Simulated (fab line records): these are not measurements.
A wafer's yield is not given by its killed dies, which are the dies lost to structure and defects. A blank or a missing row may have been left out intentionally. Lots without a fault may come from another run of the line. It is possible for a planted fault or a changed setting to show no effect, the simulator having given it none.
Which tool was responsible?	flow n5Finfet	72 wafers from 24 lots sampled at 6 of the route's 1938 steps

== WHAT EACH GAUGE READ, for each wafer ==
N5_GATE_CUT_CD_MEAS_13 targets a cd of 20 nm. Usual: 20.0 nm for cdNm, sd 0.33.
lot	measured	on	cdNm (nm)	flag
L074	day 4 14:00	cdSem-01	19.6 19.6 20.0	
L075	day 4 20:16	cdSem-02	20.1 20.4 20.5	
L076	day 5 00:47	cdSem-01	20.3 20.1 20.1	
L077	day 5 07:24	cdSem-03	19.7 19.9 19.5	
L078	day 5 16:34	cdSem-01	20.5 20.1 20.2	
L079	day 6 05:05	cdSem-02	19.6 19.6 19.5	
L080	day 6 07:14	cdSem-02	20.6 20.4 20.2	
L081	day 6 12:13	cdSem-02	20.0 19.9 20.3	
L082	day 6 13:14	cdSem-03	20.2 19.7 20.2	
L083	day 6 19:47	cdSem-02	20.7 20.4 20.4	
L084	day 6 23:07	cdSem-02	19.9 20.1 20.0	
L085	day 7 06:59	cdSem-01	19.7 19.3 19.8	
L086	day 7 13:04	cdSem-01	20.0 19.8 19.6	
L087	day 7 16:49	cdSem-02	19.7 19.7 20.4	
L088	day 8 02:02	cdSem-02	20.1 20.5 20.3	
L089	day 8 12:08	cdSem-02	20.2 19.8 20.1	
L090	day 8 20:17	cdSem-02	20.3 19.8 20.4	
L092	day 9 00:09	cdSem-03	20.3 19.7 20.8	
L091	day 9 01:01	cdSem-01	20.3 20.3 20.4	
L093	day 9 06:58	cdSem-01	19.9 19.5 19.9	
L094	day 9 16:43	cdSem-03	19.4 19.6 19.7	
L095	day 10 03:06	cdSem-03	19.6 20.0 19.6	
L097	day 10 13:40	cdSem-01	20.2 20.0 19.9	
L096	day 10 16:56	cdSem-02	20.1 20.1 20.1	

N5_GATE_CUT_INSPECT_15: inspects for defects (brightfield). Usual: 128 for rawDefectCount, sd 45.
lot	measured	on	rawDefectCount	flag
L074	day 4 14:05	defectInspect-01	83 114 85	
L075	day 4 20:20	defectInspect-01	77 74 65	
L076	day 5 00:53	defectInspect-02	151 116 95	
L077	day 5 07:29	defectInspect-02	143 195 198	
L078	day 5 16:40	defectInspect-02	195 261 168	
L079	day 6 05:10	defectInspect-02	123 142 121	
L080	day 6 07:19	defectInspect-01	120 137 204	
L081	day 6 12:18	defectInspect-02	94 89 85	
L082	day 6 13:19	defectInspect-02	129 105 102	
L083	day 6 19:53	defectInspect-01	79 88 135	
L084	day 6 23:13	defectInspect-02	82 125 133	
L085	day 7 07:05	defectInspect-02	133 205 177	
L086	day 7 13:09	defectInspect-02	131 126 172	
L087	day 7 16:53	defectInspect-02	80 73 118	
L088	day 8 02:07	defectInspect-02	105 151 130	
L089	day 8 12:14	defectInspect-02	68 120 129	
L090	day 8 20:22	defectInspect-02	131 142 133	
L092	day 9 00:14	defectInspect-01	89 62 84	
L091	day 9 01:06	defectInspect-02	127 87 100	
L093	day 9 07:03	defectInspect-02	205 133 213	
L094	day 9 16:48	defectInspect-02	168 174 116	
L095	day 10 03:11	defectInspect-02	83 186 157	
L097	day 10 13:46	defectInspect-01	124 123 130	
L096	day 10 17:02	defectInspect-01	75 89 124	

N5_MOL_CONTACT_COAG_CD_MEAS_08 targets a cd of 28 nm. Usual: 28.01 nm for cdNm, sd 0.25.
lot	measured	on	cdNm (nm)	flag
L074	day 4 18:13	cdSem-03	27.94 28.09 28.48	
L075	day 5 00:10	cdSem-01	28.04 27.94 27.98	
L076	day 5 05:15	cdSem-02	27.99 27.77 28.30	
L077	day 5 11:28	cdSem-03	27.96 27.76 27.95	
L078	day 5 20:46	cdSem-01	28.16 27.69 28.28	
L079	day 6 09:00	cdSem-01	27.94 28.16 28.27	
L080	day 6 11:06	cdSem-02	27.60 28.39 27.73	
L081	day 6 16:24	cdSem-03	27.90 27.79 27.75	
L082	day 6 17:38	cdSem-01	28.07 28.04 27.84	
L083	day 6 23:35	cdSem-01	28.70 28.17 28.05	
L084	day 7 02:55	cdSem-03	28.06 28.17 27.56	
L085	day 7 10:56	cdSem-03	27.94 28.22 28.18	
L086	day 7 16:51	cdSem-03	28.16 27.52 27.63	
L087	day 7 20:35	cdSem-02	27.82 27.71 27.85	
L088	day 8 05:49	cdSem-02	28.14 27.61 27.95	
L089	day 8 15:56	cdSem-01	27.89 28.21 28.28	
L090	day 9 02:12	cdSem-02	27.52 27.81 28.19	
L092	day 9 04:05	cdSem-01	27.53 28.03 27.97	
L091	day 9 04:54	cdSem-01	28.11 28.01 27.72	
L093	day 9 11:07	cdSem-03	28.12 28.01 27.96	
L094	day 9 20:39	cdSem-03	28.36 28.06 27.90	
L095	day 10 08:11	cdSem-01	28.18 27.73 27.85	
L097	day 10 17:34	cdSem-03	27.89 28.44 28.36	
L096	day 10 20:43	cdSem-02	27.97 27.72 28.15	

== EACH LOT AND THE TOOL THAT RAN IT (in order: tool; ch and the chambers of the sampled wafers; start) ==
lot	N5_GATE_CUT_ETCH_36	N5_GATE_CUT_STRIP_41	N5_GATE_CUT_CUT_ETCH_55
L074	rieDiel-04 ch 0,1,3, day 4 14:11	rieDiel-04 ch 0,1,3, day 4 14:21	rieMetal-03 ch 0,1, day 4 14:39
L075	rieDiel-05 ch 1,2,3, day 4 20:26	rieDiel-05 ch 1,2,3, day 4 20:36	rieMetal-02 ch 0,1, day 4 20:53
L076	rieDiel-04 ch 0,1,3, day 5 01:05	rieDiel-04 ch 0,1,3, day 5 01:15	rieMetal-01 ch 0,1, day 5 01:32
L077	rieDiel-01 ch 2,3, day 5 07:35	rieDiel-01 ch 2,3, day 5 07:45	rieMetal-02 ch 0, day 5 08:10
L078	rieDiel-04 ch 0,2,3, day 5 16:46	rieDiel-04 ch 0,2,3, day 5 16:56	rieMetal-02 ch 0, day 5 17:20
L079	rieDiel-04 ch 0,1, day 6 05:16	rieDiel-04 ch 0,1, day 6 05:26	rieMetal-01 ch 0,1, day 6 05:44
L080	rieDiel-04 ch 2,3, day 6 07:29	rieDiel-04 ch 2,3, day 6 07:39	rieMetal-03 ch 0,1, day 6 07:56
L081	rieDiel-04 ch 0,1,2, day 6 12:23	rieDiel-04 ch 0,1,2, day 6 12:34	rieMetal-03 ch 1, day 6 12:59
L082	rieDiel-01 ch 0,1,3, day 6 13:25	rieDiel-01 ch 0,1,3, day 6 13:35	rieMetal-03 ch 1, day 6 13:59
L083	rieDiel-04 ch 0,1,2, day 6 19:58	rieDiel-04 ch 0,1,2, day 6 20:08	rieMetal-02 ch 0,1, day 6 20:26
L084	rieDiel-04 ch 1,3, day 6 23:18	rieDiel-04 ch 1,3, day 6 23:28	rieMetal-02 ch 0,1, day 6 23:46
L085	rieDiel-04 ch 0,1,2, day 7 07:20	rieDiel-04 ch 0,1,2, day 7 07:30	rieMetal-02 ch 0,1, day 7 07:47
L086	rieDiel-05 ch 1,2, day 7 13:14	rieDiel-05 ch 1,2, day 7 13:24	rieMetal-01 ch 0,1, day 7 13:42
L087	rieDiel-01 ch 1,2, day 7 16:59	rieDiel-01 ch 1,2, day 7 17:09	rieMetal-01 ch 0,1, day 7 17:27
L088	rieDiel-04 ch 0,1,3, day 8 02:13	rieDiel-04 ch 0,1,3, day 8 02:23	rieMetal-02 ch 0, day 8 02:40
L089	rieDiel-04 ch 0,1,2, day 8 12:19	rieDiel-04 ch 0,1,2, day 8 12:29	rieMetal-01 ch 1, day 8 12:47
L090	rieDiel-05 ch 0,1, day 8 20:28	rieDiel-05 ch 0,1, day 8 20:38	rieMetal-03 ch 0,1, day 8 20:56
L092	rieDiel-05 ch 0,1,2, day 9 00:21	rieDiel-05 ch 0,1,2, day 9 00:31	rieMetal-03 ch 0,1, day 9 00:49
L091	rieDiel-04 ch 0,1,2, day 9 01:12	rieDiel-04 ch 0,1,2, day 9 01:22	rieMetal-03 ch 0,1, day 9 01:42
L093	rieDiel-04 ch 0,2, day 9 07:12	rieDiel-04 ch 0,2, day 9 07:22	rieMetal-03 ch 0,1, day 9 07:40
L094	rieDiel-05 ch 1,2, day 9 16:55	rieDiel-05 ch 1,2, day 9 17:05	rieMetal-02 ch 0,1, day 9 17:23
L095	rieDiel-04 ch 1,2,3, day 10 03:31	rieDiel-04 ch 1,2,3, day 10 03:41	rieMetal-02 ch 0,1, day 10 03:59
L097	rieDiel-01 ch 0,1,2, day 10 13:50	rieDiel-01 ch 0,1,2, day 10 14:01	rieMetal-02 ch 0,1, day 10 14:18
L096	rieDiel-05 ch 0,2,3, day 10 17:07	rieDiel-05 ch 0,2,3, day 10 17:17	rieMetal-03 ch 0,1, day 10 17:35
- N5_GATE_CUT_ETCH_36: etches SiARC in CF4, target depth 13 nm, time 21.7 s.
- N5_GATE_CUT_STRIP_41: strips in CF4.
- N5_GATE_CUT_CUT_ETCH_55: etches HfO2 in BCl3, target depth 3.2 nm.

== WHAT THE TOOLS THEMSELVES READ (means of the sampled wafers that have a number; where no wafer has one, the mark that the record gives instead) ==
N5_GATE_CUT_ETCH_36. Usual: cf4FlowSccm is 100.02 sccm with standard deviation 0.3, drypumpMotorCurrentA is 5.8 A with standard deviation 0.36, etchRfOnTimeS is 21.7 s with standard deviation 0.55, oesProductAu is 0.65 a.u. with standard deviation 0.076, rfVppV is 184.3 V with standard deviation 1.1, showerheadPlenumPTorr is 2.16 Torr with standard deviation 0.058, and throttleValvePct is 15.6 % with standard deviation 0.32.
lot	tool	cf4FlowSccm (sccm)	drypumpMotorCurrentA (A)	etchRfOnTimeS (s)	oesProductAu (a.u.)	rfVppV (V)	showerheadPlenumPTorr (Torr)	throttleValvePct (%)	flag
L074	rieDiel-04	100.05	5.9	21.9	0.61	184.9	2.21	15.8	
L075	rieDiel-05	100.14	5.5	22.0	0.63	184.2	2.14	15.5	
L076	rieDiel-04	99.93	5.9	21.6	0.61	184.8	2.21	15.8	
L077	rieDiel-01	99.83	5.5	22.2	0.61	182.5	2.10	15.8	
L078	rieDiel-04	99.86	5.9	21.7	0.68	183.5	2.17	15.6	
L079	rieDiel-04	99.93	5.8	21.9	0.60	185.4	2.21	15.8	
L080	rieDiel-04	99.66	6.0	21.7	0.66	184.5	2.17	15.6	
L081	rieDiel-04	100.11	6.0	21.6	0.67	185.1	2.17	15.5	
L082	rieDiel-01	100.06	5.5	21.5	0.67	183.3	2.12	15.5	
L083	rieDiel-04	100.13	6.0	21.4	0.67	184.0	2.17	15.6	
L084	rieDiel-04	100.04	6.1	21.6	0.61	183.5	2.21	15.9	
L085	rieDiel-04	99.94	6.1	21.5	0.66	184.4	2.17	15.6	
L086	rieDiel-05	99.79	5.4	21.7	0.64	183.9	2.13	15.5	
L087	rieDiel-01	100.21	5.5	21.7	0.62	184.5	2.12	15.8	
L088	rieDiel-04	99.89	5.9	22.1	0.59	185.4	2.20	15.9	
L089	rieDiel-04	100.44	6.0	21.3	0.66	184.8	2.16	15.6	
L090	rieDiel-05	99.73	5.3	21.5	0.69	185.3	2.19	15.4	
L092	rieDiel-05	100.12	5.5	21.7	0.67	184.2	2.18	15.5	
L091	rieDiel-04	99.96	6.0	21.7	0.65	184.3	2.16	15.6	
L093	rieDiel-04	100.38	6.0	21.2	0.71	184.0	2.12	15.3	
L094	rieDiel-05	99.82	5.4	21.7	0.63	183.7	2.13	15.5	
L095	rieDiel-04	100.25	6.1	21.7	0.71	184.2	2.16	15.4	
L097	rieDiel-01	100.16	5.4	21.8	0.64	183.7	2.14	15.7	
L096	rieDiel-05	100.23	5.6	22.4	0.63	184.4	2.17	15.7	

N5_GATE_CUT_STRIP_41. Usual: cf4FlowSccm 150.0 sccm, standard deviation 0.41; drypumpMotorCurrentA 5.8 A, standard deviation 0.36; oesProductAu 0.176 a.u., standard deviation 0.019; rfVppV 271.6 V, standard deviation 1.2; showerheadPlenumPTorr 1.81 Torr, standard deviation 0.047; throttleValvePct 13.6 %, standard deviation 0.32.
lot	tool	cf4FlowSccm (sccm)	drypumpMotorCurrentA (A)	oesProductAu (a.u.)	rfVppV (V)	showerheadPlenumPTorr (Torr)	throttleValvePct (%)	flag
L074	rieDiel-04	150.1	5.9	0.167	272.4	1.86	13.8	
L075	rieDiel-05	150.0	5.6	0.174	270.8	1.79	13.5	
L076	rieDiel-04	149.7	6.0	0.164	272.0	1.85	13.8	
L077	rieDiel-01	150.1	5.5	0.169	270.0	1.75	13.8	
L078	rieDiel-04	149.8	5.9	0.186	272.7	1.82	13.5	
L079	rieDiel-04	150.6	5.8	0.164	272.4	1.85	13.8	
L080	rieDiel-04	149.9	6.0	0.182	271.8	1.82	13.6	
L081	rieDiel-04	150.3	6.1	0.180	271.6	1.81	13.5	
L082	rieDiel-01	150.1	5.5	0.178	270.6	1.78	13.5	
L083	rieDiel-04	150.2	6.0	0.178	271.6	1.81	13.5	
L084	rieDiel-04	149.8	6.2	0.162	272.1	1.85	13.9	
L085	rieDiel-04	150.1	6.1	0.177	272.2	1.81	13.6	
L086	rieDiel-05	149.9	5.4	0.170	271.0	1.78	13.4	
L087	rieDiel-01	149.8	5.5	0.169	270.8	1.79	13.7	
L088	rieDiel-04	149.9	5.9	0.164	272.6	1.85	13.9	
L089	rieDiel-04	149.9	6.0	0.178	271.1	1.81	13.6	
L090	rieDiel-05	150.0	5.3	0.180	272.5	1.83	13.4	
L092	rieDiel-05	150.2	5.5	0.183	272.1	1.82	13.5	
L091	rieDiel-04	149.8	6.0	0.173	271.3	1.81	13.6	
L093	rieDiel-04	149.6	6.0	0.184	270.9	1.78	13.3	
L094	rieDiel-05	149.9	5.4	0.174	270.9	1.78	13.5	
L095	rieDiel-04	150.1	6.1	0.189	271.2	1.82	13.4	
L097	rieDiel-01	149.7	5.4	0.170	271.0	1.78	13.8	
L096	rieDiel-05	150.3	5.6	0.174	271.3	1.81	13.6	

N5_GATE_CUT_CUT_ETCH_55. Usual: drypumpMotorCurrentA 5.7 A, standard deviation 0.5; oesProductAu 0.78 a.u., standard deviation 0.1; throttleValvePct 33.0 %, standard deviation 0.46.
lot	tool	drypumpMotorCurrentA (A)	oesProductAu (a.u.)	throttleValvePct (%)	flag
L074	rieMetal-03	5.0	0.78	32.7	
L075	rieMetal-02	5.9	0.71	33.4	
L076	rieMetal-01	5.9	0.77	33.3	
L077	rieMetal-02	6.1	0.76	33.5	
L078	rieMetal-02	6.1	0.76	33.5	
L079	rieMetal-01	6.1	0.85	33.2	
L080	rieMetal-03	5.0	0.77	32.8	
L081	rieMetal-03	5.9	0.70	32.3	
L082	rieMetal-03	5.9	0.70	32.3	
L083	rieMetal-02	5.8	0.90	33.2	
L084	rieMetal-02	5.8	0.90	33.3	
L085	rieMetal-02	5.8	0.89	33.3	
L086	rieMetal-01	5.9	0.75	33.3	
L087	rieMetal-01	5.9	0.74	33.3	
L088	rieMetal-02	6.1	0.75	33.5	
L089	rieMetal-01	5.8	0.65	33.5	
L090	rieMetal-03	5.5	0.73	32.5	
L092	rieMetal-03	5.5	0.73	32.5	
L091	rieMetal-03	5.1	0.76	32.8	
L093	rieMetal-03	5.5	0.72	32.5	
L094	rieMetal-02	5.8	0.85	33.3	
L095	rieMetal-02	5.9	0.80	33.4	
L097	rieMetal-02	5.8	0.85	33.3	
L096	rieMetal-03	5.0	0.75	32.8	

== THE ANSWER, worked out from the rows above alone ==
Rule: a lot is off if the mean of its wafers that have a number lies more than 3 standard deviations from the usual mean. Also off: a lot with no number at a reading for which 4 or more lots have one. The other lots that the step has rows for count as sound. Order of review: gauges by route order, followed by the tools' own readings, for which a lot's mean as printed above is used. The first step at which some lot is off is used, and at that step the reading that is off furthest; a lot without a number counts as furthest.
None of the lots is off at any reading shown; this tells nothing.

== WHAT THE SIMULATOR HAD PUT IN ==
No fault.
